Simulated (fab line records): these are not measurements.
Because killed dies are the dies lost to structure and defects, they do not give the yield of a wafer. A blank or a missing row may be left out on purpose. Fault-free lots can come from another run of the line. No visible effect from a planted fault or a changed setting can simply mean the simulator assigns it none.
Matching of chambers + flow n5Finfet + N5_BEOL_M5_ETCH_62 on rieDiel-03 has 4 sister chambers
The step etches SOC in N2/H2, target depth 75 nm, overetch 15 nm, time 112.5 s. 20 wafers are shown with their chamber, then 10 later ones without.

## EACH WAFER AND ITS CHAMBER
| wafer  | chamber | showerheadPlenumPTorr (Torr) | throttleValvePct (%) | drypumpMotorCurrentA (A) |
|--------|---------|------------------------------|----------------------|--------------------------|
| L074.1 | 3       | 2.60                         | 17.59                | 6.2                      |
| L074.3 | 2       | 2.55                         | 17.86                | 5.5                      |
| L074.6 | 2       | 2.55                         | 17.86                | 5.5                      |
| L080.1 | 1       | 2.65                         | 17.89                | 6.2                      |
| L080.4 | 3       | 2.60                         | 17.61                | 6.3                      |
| L080.6 | 2       | 2.54                         | 17.87                | 5.5                      |
| L081.4 | 2       | 2.54                         | 17.88                | 5.4                      |
| L081.5 | 0       | 2.45                         | 17.51                | 6.2                      |
| L081.6 | 1       | 2.65                         | 17.88                | 6.1                      |
| L082.2 | 3       | 2.59                         | 17.62                | 6.2                      |
| L082.3 | 1       | 2.65                         | 17.87                | 6.1                      |
| L082.6 | 2       | 2.54                         | 17.87                | 5.5                      |
| L084.1 | 0       | 2.44                         | 17.52                | 6.2                      |
| L084.2 | 3       | 2.59                         | 17.62                | 6.3                      |
| L084.3 | 2       | 2.54                         | 17.91                | 5.5                      |
| L089.3 | 1       | 2.65                         | 17.88                | 6.1                      |
| L089.5 | 0       | 2.44                         | 17.54                | 6.2                      |
| L089.6 | 3       | 2.59                         | 17.65                | 6.3                      |
| L092.1 | 3       | 2.59                         | 17.64                | 6.3                      |
| L092.4 | 1       | 2.64                         | 17.90                | 6.1                      |

SIGNATURES, as means of the wafers listed above
| reading               | chamber 0 | chamber 1 | chamber 2 | chamber 3 | scatter within a chamber |
|-----------------------|-----------|-----------|-----------|-----------|--------------------------|
| showerheadPlenumPTorr | 2.4433    | 2.6480    | 2.5433    | 2.5933    | 0.00508                  |
| throttleValvePct      | 17.5233   | 17.8840   | 17.8750   | 17.6217   | 0.0177                   |
| drypumpMotorCurrentA  | 6.200     | 6.120     | 5.483     | 6.267     | 0.0431                   |
Rule: a wafer lies at a distance from a chamber equal to the root of the sum of squares, over the readings, of (its reading less the chamber's mean, divided by the reading's scatter). The wafer belongs to the nearest chamber; if the next one is less than 2 further off, it can't be placed. The scatter: the root of (the sum of the squares of (reading less its chamber's mean) over the shown wafers, divided by (wafers less chambers)).

## WAFERS WITHOUT THEIR CHAMBER
| wafer  | showerheadPlenumPTorr (Torr) | throttleValvePct (%) | drypumpMotorCurrentA (A) |
|--------|------------------------------|----------------------|--------------------------|
| L092.6 | 2.59                         | 17.65                | 6.3                      |
| L093.3 | 2.43                         | 17.57                | 6.2                      |
| L093.4 | 2.58                         | 17.67                | 6.2                      |
| L093.6 | 2.43                         | 17.57                | 6.2                      |
| L095.1 | 2.43                         | 17.57                | 6.2                      |
| L095.2 | 2.58                         | 17.67                | 6.2                      |
| L095.4 | 2.64                         | 17.93                | 6.2                      |
| L094.1 | 2.64                         | 17.91                | 6.2                      |
| L094.2 | 2.53                         | 17.92                | 5.5                      |
| L094.6 | 2.64                         | 17.93                | 6.2                      |

## WHICH CHAMBER EACH WENT THROUGH
| wafer  | from the rows above | in truth |
|--------|---------------------|----------|
| L092.6 | 3                   | 3        |
| L093.3 | 0                   | 0        |
| L093.4 | 3                   | 3        |
| L093.6 | 0                   | 0        |
| L095.1 | 0                   | 0        |
| L095.2 | 3                   | 3        |
| L095.4 | 1                   | 1        |
| L094.1 | 1                   | 1        |
| L094.2 | 2                   | 2        |
| L094.6 | 1                   | 1        |
Correctly placed: 10 of 10. From these rows, 0 cannot be placed. Placed wrongly: 0.
